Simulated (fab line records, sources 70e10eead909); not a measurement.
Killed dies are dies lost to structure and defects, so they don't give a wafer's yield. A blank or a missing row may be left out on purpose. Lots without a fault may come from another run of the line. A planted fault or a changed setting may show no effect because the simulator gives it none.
A struck lot beside a sound one | flow nand_harc | 33 steps out of a route of 1302
Sound: wafers L255.2, L255.3, L255.6. Struck: wafers L265.3, L265.4, L265.6. The cause comes at the end.
At each step with rows: each side's tool, then ch and its chambers, then its first start. Under that, the readings that differ: sound wafers | struck wafers | difference of the means | sigmas: that difference in standard deviations of wafers without a fault.
alike: readings whose means differ by less than 2 such deviations, and words and numbers that are the same on both sides. not compared: withheld readings, readings that some wafer has no value for, bounds like >300 that may hide the same value, and numbers for which the record gives no deviation and whose values overlap.
The two part at a step that has a row with sigmas, a row that says differs or no value, or rows on one side only. Numbers that don't overlap but have no deviation are shown without sigmas and don't part them. A reading that every wafer of one side lacks parts them only if that side has two wafers or more.

first, 3 steps without rows for these wafers: NHARC_A_CHANNEL_HOLE_D2_EXPOSE_07 (exposes mask HOLE D2, target cd 100 nm); NHARC_A_CHANNEL_HOLE_D2_PEB_08 (peb time 65 s); NHARC_A_CHANNEL_HOLE_D2_DEVELOP_09 (develop time 35 s).
NHARC_A_CHANNEL_HOLE_D2_CD_MEAS_10: target cd 100 nm.
  sound on cd_sem-03 ch 0, day 14 12:47; struck on cd_sem-01 ch 0, day 19 11:20
  alike: cd_nm
NHARC_A_CHANNEL_HOLE_D2_OVL_MEAS_11:
  sound on overlay-01, day 14 12:53; struck on overlay-01, day 19 11:26
  alike: overlay_x_nm, overlay_y_nm
NHARC_A_CHANNEL_HOLE_D2_INSPECT_12:
  sound on defect_inspect-02, day 14 12:55; struck on defect_inspect-02, day 19 11:28
  alike: raw_defect_count
NHARC_A_CHANNEL_HOLE_D2_DESCUM_15: chemistry O2, time 3 s.
  sound on rie_diel-05 ch 1,2,3, day 14 12:59; struck on rie_diel-12 ch 2,3, day 19 11:31
  reading                | sound                | struck               | difference | sigmas
  oes_product_au (a.u.)  | 1.026 0.996 0.988    | 0.989 0.979 0.975    | -0.022     | -2
  throttle_valve_pct (%) | 11.322 11.322 11.313 | 11.295 11.303 11.297 | -0.021     | -2
  alike: drypump_motor_current_A, rf_vpp_V, showerhead_plenum_p_Torr
  not compared: rf_hours_counter_h
NHARC_A_CHANNEL_HOLE_D2_ETCH_38: etches the open film in CF4, target depth 39 nm, time 65 s.
  sound on rie_diel-05 ch 1,3, day 14 13:05; struck on rie_diel-12 ch 1,3, day 19 11:37
  reading               | sound             | struck            | difference | sigmas
  oes_product_au (a.u.) | 1.024 1.007 1.021 | 0.981 0.999 0.995 | -0.026     | -2
  alike: drypump_motor_current_A, rf_vpp_V, showerhead_plenum_p_Torr, throttle_valve_pct
  not compared: rf_hours_counter_h
then, 3 steps without rows for these wafers: NHARC_A_CHANNEL_HOLE_D2_ETCH_39 (etches the open film in N2/H2, target depth 260 nm, time 325 s); NHARC_A_CHANNEL_HOLE_D2_ETCH_34 (etches the open film in CF4/CHF3, target depth 154 nm, time 77 s); NHARC_A_CHANNEL_HOLE_D2_ETCH_16 (etches the open film in O2/COS, target depth 3100 nm, time 806 s).
NHARC_A_CHANNEL_HOLE_D2_CD_MEAS_18:
  sound on cd_sem-03, day 14 14:17; struck on cd_sem-01, day 19 12:38
  alike: cd_nm
NHARC_A_CHANNEL_HOLE_D2_ETCH_19: etches the open film in C4F8/O2/Ar, time 34.5 s.
  sound on har_etch-01 ch 1, day 14 18:53; struck on har_etch-01 ch 0,1, day 19 12:44
  alike: bias_v, c4f8_flow_sccm, drypump_motor_current_A, he_backside_leak_sccm, showerhead_plenum_p_Torr, throttle_valve_pct
  not compared: rf_hours_counter_h
then, 2 steps without rows for these wafers: NHARC_A_CHANNEL_HOLE_D2_ETCH_20 (etches the open film in C4F8/O2/Ar, time 361.9 s, target depth 1600 nm); NHARC_A_CHANNEL_HOLE_D2_ETCH_21 (etches the open film in C4F8/O2/Ar, time 514.3 s, target depth 1600 nm).
NHARC_A_CHANNEL_HOLE_D2_ETCH_22: etches the open film in C4F8/O2/Ar, time 666.7 s, target depth 1600 nm.
  sound on har_etch-01 ch 1, day 14 19:50; struck on har_etch-01 ch 0,1, day 19 13:46
  alike: c4f8_flow_sccm, drypump_motor_current_A, he_backside_leak_sccm, showerhead_plenum_p_Torr, throttle_valve_pct
  not compared: rf_hours_counter_h
then, 2 steps without rows for these wafers: NHARC_A_CHANNEL_HOLE_D2_ETCH_23 (etches the open film in C4F8/O2/Ar, time 819 s, target depth 1600 nm); NHARC_A_CHANNEL_HOLE_D2_ETCH_24 (etches the open film in C4F8/O2/Ar, time 906.2 s, target depth 1500 nm).
NHARC_A_CHANNEL_HOLE_D2_ETCH_25: etches the open film in C4F8/O2/Ar, time 1040.2 s, target depth 1500 nm.
  sound on har_etch-01 ch 1, day 14 21:55; struck on har_etch-01 ch 0,1, day 19 15:53
  reading               | sound          | struck         | difference | sigmas
  c4f8_flow_sccm (sccm) | 93.9 94.3 94.0 | 93.7 93.0 93.2 | -0.8       | -2
  alike: drypump_motor_current_A, he_backside_leak_sccm, showerhead_plenum_p_Torr, throttle_valve_pct
  not compared: rf_hours_counter_h
then, 5 steps without rows for these wafers: NHARC_A_CHANNEL_HOLE_D2_ETCH_26 (etches the open film in C4F8/O2/Ar, time 224.1 s, target depth 300 nm); NHARC_A_CHANNEL_HOLE_D2_ETCH_27 (etches the open film in C4F8/O2/Ar, time 90 s, target depth 400 nm); NHARC_A_CHANNEL_HOLE_D2_STRIP_41 (strips in N2/H2); NHARC_A_CHANNEL_HOLE_D2_STRIP_42 (strips in CF4/CHF3); NHARC_A_CHANNEL_HOLE_D2_STRIP_43 (strips in O2/COS).
NHARC_A_CHANNEL_HOLE_D2_ETCH_44: etches the open film in CF4/O2, target depth 140 nm, overetch 14 nm, time 77 s.
  sound on rie_diel-12 ch 0,2, day 14 23:37; struck on rie_diel-02 ch 0,1, day 19 17:25
  alike: drypump_motor_current_A, oes_product_au, rf_vpp_V, showerhead_plenum_p_Torr, throttle_valve_pct
  not compared: rf_hours_counter_h
then, 3 steps without rows for these wafers: NHARC_A_CHANNEL_HOLE_D2_STRIP_28 (strips in O2); NHARC_A_CHANNEL_HOLE_D2_PRECLEAN_29 (cleans in SC1); NHARC_A_CHANNEL_HOLE_D2_SRD_30.
NHARC_A_CHANNEL_HOLE_D2_CD_MEAS_31:
  sound on cd_sem-01, day 15 00:33; struck on cd_sem-01, day 19 18:13
  alike: cd_nm
then, 1 step without rows for these wafers: NHARC_A_CHANNEL_HOLE_D2_XSEM_32.
NHARC_A_CHANNEL_HOLE_D2_INSPECT_40:
  sound on defect_inspect-02, day 15 00:44; struck on defect_inspect-02, day 19 18:24
  reading          | sound       | struck      | difference | sigmas
  raw_defect_count | 467 286 231 | 942 873 812 | +548       | +8
then, 1 step without rows for these wafers: NHARC_A_CHANNEL_FILL_D2_PRECLEAN_00 (cleans in SC1).
-- the record jumps here: 11 days lie between the struck wafers' starts before and after (it left off in module A_CHANNEL_FILL_D2 and takes up again in module END, whose first step shown is number 1302 of the route) --
NHARC_END_SORT_01:
  sound on prober-01 ch 0, day 25 10:13; struck on prober-02 ch 0, day 30 14:32
  reading             | sound    | struck    | difference | sigmas
  killed_at_array     | 39 20 19 | 98 69 72  | +54        | +3
  killed_at_periphery | 2 2 0    | 12 10 7   | +8         | +3
  killed_dies         | 44 24 20 | 110 80 80 | +61        | +3
  alike: killed_at_other, killed_open, killed_short

WHERE THEY PART
First at NHARC_A_CHANNEL_HOLE_D2_DESCUM_15; last, within this record, at NHARC_END_SORT_01.

WHY: what the simulator had put in
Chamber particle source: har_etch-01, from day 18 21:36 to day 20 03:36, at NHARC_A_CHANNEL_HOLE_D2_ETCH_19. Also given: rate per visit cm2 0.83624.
